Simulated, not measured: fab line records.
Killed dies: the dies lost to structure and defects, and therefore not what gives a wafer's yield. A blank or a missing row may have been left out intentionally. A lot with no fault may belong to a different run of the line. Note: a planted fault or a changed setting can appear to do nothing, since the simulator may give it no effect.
Matching of chambers :: flow n5-finfet :: pecvd-04 running N5_BEOL_M6_PECVD_70: 3 sister chambers
The step deposits SiO2 from TEOS/O2, target thk 20 nm, time 22.7 s. 6 wafers are shown with their chamber, then 10 later ones without.

## WAFERS PAIRED WITH THEIR CHAMBERS
wafer: L087.4
chamber: 1
throttle-valve-pct (%): 22.4
showerhead-plenum-p-Torr (Torr): 8.79

wafer: L088.3
chamber: 1
throttle-valve-pct (%): 22.5
showerhead-plenum-p-Torr (Torr): 8.81

wafer: L088.4
chamber: 2
throttle-valve-pct (%): 21.1
showerhead-plenum-p-Torr (Torr): 8.75

wafer: L088.5
chamber: 0
throttle-valve-pct (%): 20.7
showerhead-plenum-p-Torr (Torr): 8.82

wafer: L089.2
chamber: 0
throttle-valve-pct (%): 20.7
showerhead-plenum-p-Torr (Torr): 8.83

wafer: L089.4
chamber: 2
throttle-valve-pct (%): 21.1
showerhead-plenum-p-Torr (Torr): 8.77

## WAFERS WITH NO CHAMBER GIVEN
wafer: L089.5
throttle-valve-pct (%): 22.4
showerhead-plenum-p-Torr (Torr): 8.81

wafer: L092.2
throttle-valve-pct (%): 22.8
showerhead-plenum-p-Torr (Torr): 8.81

wafer: L092.3
throttle-valve-pct (%): 21.1
showerhead-plenum-p-Torr (Torr): 8.72

wafer: L092.4
throttle-valve-pct (%): 20.8
showerhead-plenum-p-Torr (Torr): 8.82

wafer: L094.3
throttle-valve-pct (%): 20.7
showerhead-plenum-p-Torr (Torr): 8.83

wafer: L094.4
throttle-valve-pct (%): 21.1
showerhead-plenum-p-Torr (Torr): 8.74

wafer: L094.6
throttle-valve-pct (%): 20.9
showerhead-plenum-p-Torr (Torr): 8.85

wafer: L096.1
throttle-valve-pct (%): 21.2
showerhead-plenum-p-Torr (Torr): 8.75

wafer: L096.2
throttle-valve-pct (%): 22.5
showerhead-plenum-p-Torr (Torr): 8.81

wafer: L096.6
throttle-valve-pct (%): 21.2
showerhead-plenum-p-Torr (Torr): 8.74

## WHICH CHAMBER EACH ONE RAN IN
wafer: L089.5
from the rows above: 1
in truth: 1

wafer: L092.2
from the rows above: 1
in truth: 1

wafer: L092.3
from the rows above: 2
in truth: 2

wafer: L092.4
from the rows above: 0
in truth: 0

wafer: L094.3
from the rows above: 0
in truth: 0

wafer: L094.4
from the rows above: 2
in truth: 2

wafer: L094.6
from the rows above: 0
in truth: 0

wafer: L096.1
from the rows above: 2
in truth: 2

wafer: L096.2
from the rows above: 1
in truth: 1

wafer: L096.6
from the rows above: 2
in truth: 2
10 of 10 placed correctly. Can't be placed from these rows: 0. Wrongly placed: 0.
How it was worked out, from the rows above alone: a wafer's distance from a chamber is the root of the sum, over the readings, of the square of ((its reading less the chamber's mean) divided by the reading's scatter). The wafer belongs to the nearest chamber; if the next one is less than 2 further off, it can't be placed. The mean given for a chamber averages the wafers shown for that chamber. The scatter is the square root of a quotient: the sum, over the shown wafers, of each reading's squared deviation from its chamber's mean, divided by wafers minus chambers.
